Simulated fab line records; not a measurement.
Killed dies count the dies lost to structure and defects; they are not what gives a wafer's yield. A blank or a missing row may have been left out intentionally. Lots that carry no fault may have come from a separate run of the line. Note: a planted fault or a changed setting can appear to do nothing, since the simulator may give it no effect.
Check of tool commonality || flow n5-finfet || 9 lots, 27 wafers sampled

THE REASON FOR OPENING IT
At N5_BEOL_M7_OCD_MEAS_38 the reading trench-depth-nm is flagged on 3 of 9 lots. No-fault wafers: 93.0 nm, standard deviation 2.2.
Rule: a lot is flagged in two cases, either no wafer of it has a number, or all its wafers with numbers fall more than 4 standard deviations from that mean. The other lots count as sound.

{"lot": "L660", "measured": "day 9 07:58", "on": "ocd-01", "trench-depth-nm (nm), wafer by wafer": "93.8 92.5 94.1", "flag": ""}
{"lot": "L669", "measured": "day 11 14:08", "on": "ocd-01", "trench-depth-nm (nm), wafer by wafer": "96.3 96.3 93.0", "flag": ""}
{"lot": "L670", "measured": "day 11 17:52", "on": "ocd-01", "trench-depth-nm (nm), wafer by wafer": "0 0 0.7", "flag": "FLAGGED"}
{"lot": "L671", "measured": "day 12 04:53", "on": "ocd-01", "trench-depth-nm (nm), wafer by wafer": "0.2 0 0", "flag": "FLAGGED"}
{"lot": "L672", "measured": "day 12 14:19", "on": "ocd-01", "trench-depth-nm (nm), wafer by wafer": "0.5 0.2 0", "flag": "FLAGGED"}
{"lot": "L679", "measured": "day 13 21:44", "on": "ocd-01", "trench-depth-nm (nm), wafer by wafer": "91.3 92.6 90.3", "flag": ""}
{"lot": "L680", "measured": "day 14 03:52", "on": "ocd-01", "trench-depth-nm (nm), wafer by wafer": "93.9 93.4 91.8", "flag": ""}
{"lot": "L681", "measured": "day 15 07:00", "on": "ocd-01", "trench-depth-nm (nm), wafer by wafer": "92.9 95.1 92.4", "flag": ""}
{"lot": "L683", "measured": "day 15 09:02", "on": "ocd-02", "trench-depth-nm (nm), wafer by wafer": "93.9 93.6 93.8", "flag": ""}
Average over the flagged lots: 0.2 nm; offset from the usual -92.8 nm, equal to -42 standard deviations.

WHICH TOOL RAN EACH LOT
The record holds 3 process steps before the reading, out of a route of 1938 steps. Every cell lists first the tool, next ch and the chambers used by the sampled wafers, and last the start.
{"lot": "L660", "flag": "", "N5_BEOL_M7_ETCH_61": "rie-diel-03 ch 0,2,3, day 9 06:28", "N5_BEOL_M7_TRENCH_ETCH_37": "rie-diel-01 ch 1,2,3, day 9 07:49", "N5_BEOL_M7_ETCH_41": "rie-diel-01 ch 1,2,3, day 9 07:58 or earlier"}
{"lot": "L669", "flag": "", "N5_BEOL_M7_ETCH_61": "rie-diel-03 ch 0,2,3, day 11 10:04", "N5_BEOL_M7_TRENCH_ETCH_37": "rie-diel-03 ch 0,1, day 11 13:59", "N5_BEOL_M7_ETCH_41": "rie-diel-03 ch 0,1, day 11 14:08 or earlier"}
{"lot": "L670", "flag": "FLAGGED", "N5_BEOL_M7_ETCH_61": "rie-diel-05 ch 2,3, day 11 14:58", "N5_BEOL_M7_TRENCH_ETCH_37": "rie-diel-03 ch 0,2, day 11 17:42", "N5_BEOL_M7_ETCH_41": "rie-diel-03 ch 0,2, day 11 17:52 or earlier"}
{"lot": "L671", "flag": "FLAGGED", "N5_BEOL_M7_ETCH_61": "rie-diel-05 ch 1,2, day 12 03:17", "N5_BEOL_M7_TRENCH_ETCH_37": "rie-diel-03 ch 1,2,3, day 12 04:44", "N5_BEOL_M7_ETCH_41": "rie-diel-03 ch 1,2,3, day 12 04:53 or earlier"}
{"lot": "L672", "flag": "FLAGGED", "N5_BEOL_M7_ETCH_61": "rie-diel-03 ch 0,2, day 12 12:32", "N5_BEOL_M7_TRENCH_ETCH_37": "rie-diel-03 ch 0,2,3, day 12 14:10", "N5_BEOL_M7_ETCH_41": "rie-diel-03 ch 0,2,3, day 12 14:19 or earlier"}
{"lot": "L679", "flag": "", "N5_BEOL_M7_ETCH_61": "rie-diel-05 ch 0,1,2, day 13 19:54", "N5_BEOL_M7_TRENCH_ETCH_37": "rie-diel-03 ch 1,2, day 13 21:34", "N5_BEOL_M7_ETCH_41": "rie-diel-03 ch 1,2, day 13 21:44 or earlier"}
{"lot": "L680", "flag": "", "N5_BEOL_M7_ETCH_61": "rie-diel-01 ch 1,2, day 14 02:07", "N5_BEOL_M7_TRENCH_ETCH_37": "rie-diel-03 ch 0,3, day 14 03:42", "N5_BEOL_M7_ETCH_41": "rie-diel-03 ch 0,3, day 14 03:52 or earlier"}
{"lot": "L681", "flag": "", "N5_BEOL_M7_ETCH_61": "rie-diel-03 ch 0,1, day 14 23:33", "N5_BEOL_M7_TRENCH_ETCH_37": "rie-diel-03 ch 0,1,3, day 15 06:50", "N5_BEOL_M7_ETCH_41": "rie-diel-03 ch 0,1,3, day 15 07:00 or earlier"}
{"lot": "L683", "flag": "", "N5_BEOL_M7_ETCH_61": "rie-diel-05 ch 0,1, day 15 07:17", "N5_BEOL_M7_TRENCH_ETCH_37": "rie-diel-01 ch 2,3, day 15 08:53", "N5_BEOL_M7_ETCH_41": "rie-diel-01 ch 2,3, day 15 09:02 or earlier"}
What is done by these steps:
- N5_BEOL_M7_ETCH_61: etches SiARC in CF4, target depth 45.5 nm, time 75.8 s.
- N5_BEOL_M7_TRENCH_ETCH_37: etches SiCOH lowk in C4F6/O2, target depth 93.478 nm, time 31.2 s.
- N5_BEOL_M7_ETCH_41: etches SiCN in CH3F/O2, target depth 31.9 nm, time 57.8 s.
- N5_BEOL_M7_OCD_MEAS_38

FLAGGED AGAINST TOTAL, ONE TOOL AT A TIME (gauges that did the reading follow at the end)
{"step": "N5_BEOL_M7_ETCH_61", "tool": "rie-diel-01", "lots run": 1, "flagged": 0, "share of the flagged lots": "none", "sound lots run after its first flagged lot": "-"}
{"step": "N5_BEOL_M7_ETCH_61", "tool": "rie-diel-03", "lots run": 4, "flagged": 1, "share of the flagged lots": "some", "sound lots run after its first flagged lot": "1 (L681)"}
{"step": "N5_BEOL_M7_ETCH_61", "tool": "rie-diel-05", "lots run": 4, "flagged": 2, "share of the flagged lots": "some", "sound lots run after its first flagged lot": "2 (L679,L683)"}
{"step": "N5_BEOL_M7_TRENCH_ETCH_37", "tool": "rie-diel-01", "lots run": 2, "flagged": 0, "share of the flagged lots": "none", "sound lots run after its first flagged lot": "-"}
{"step": "N5_BEOL_M7_TRENCH_ETCH_37", "tool": "rie-diel-03", "lots run": 7, "flagged": 3, "share of the flagged lots": "all", "sound lots run after its first flagged lot": "3 (L679,L680,L681)"}
{"step": "N5_BEOL_M7_ETCH_41", "tool": "rie-diel-01", "lots run": 2, "flagged": 0, "share of the flagged lots": "none", "sound lots run after its first flagged lot": "-"}
{"step": "N5_BEOL_M7_ETCH_41", "tool": "rie-diel-03", "lots run": 7, "flagged": 3, "share of the flagged lots": "all", "sound lots run after its first flagged lot": "3 (L679,L680,L681)"}
{"step": "N5_BEOL_M7_OCD_MEAS_38", "tool": "ocd-01", "lots run": 8, "flagged": 3, "share of the flagged lots": "all", "sound lots run after its first flagged lot": "3 (L679,L680,L681)"}
{"step": "N5_BEOL_M7_OCD_MEAS_38", "tool": "ocd-02", "lots run": 1, "flagged": 0, "share of the flagged lots": "none", "sound lots run after its first flagged lot": "-"}
With no start given for some of its lots, N5_BEOL_M7_ETCH_41 uses the hours and lot order of N5_BEOL_M7_OCD_MEAS_38.

WHAT THE TABLE ALLOWS
Every flagged lot was run by 3 rows of the table: rie-diel-03 at N5_BEOL_M7_TRENCH_ETCH_37, rie-diel-03 at N5_BEOL_M7_ETCH_41 and ocd-01 at N5_BEOL_M7_OCD_MEAS_38.
- rie-diel-03 at N5_BEOL_M7_TRENCH_ETCH_37: 3 of its 7 lots flagged. Lots that were sound ran on it after the first flagged one (L679, L680, L681); a persistent fault on the entire tool would not allow that. On the flagged lots its readings are blank where sound lots have values: C4F6_flow_sccm, O2_flow_sccm, drypump-motor-current-A, oes-product-au and 3 more.
- rie-diel-03 at N5_BEOL_M7_ETCH_41: 3 of its 7 lots flagged. Lots that were sound ran on it after the first flagged one (L679, L680, L681); a persistent fault on the entire tool would not allow that.
- ocd-01 at N5_BEOL_M7_OCD_MEAS_38: 3 of its 8 lots flagged. Lots that were sound ran on it after the first flagged one (L679, L680, L681); a persistent fault on the entire tool would not allow that.
There is no row in the table that ran each flagged lot and no sound lot after the first.

WHAT THE SIMULATOR HAD INSERTED
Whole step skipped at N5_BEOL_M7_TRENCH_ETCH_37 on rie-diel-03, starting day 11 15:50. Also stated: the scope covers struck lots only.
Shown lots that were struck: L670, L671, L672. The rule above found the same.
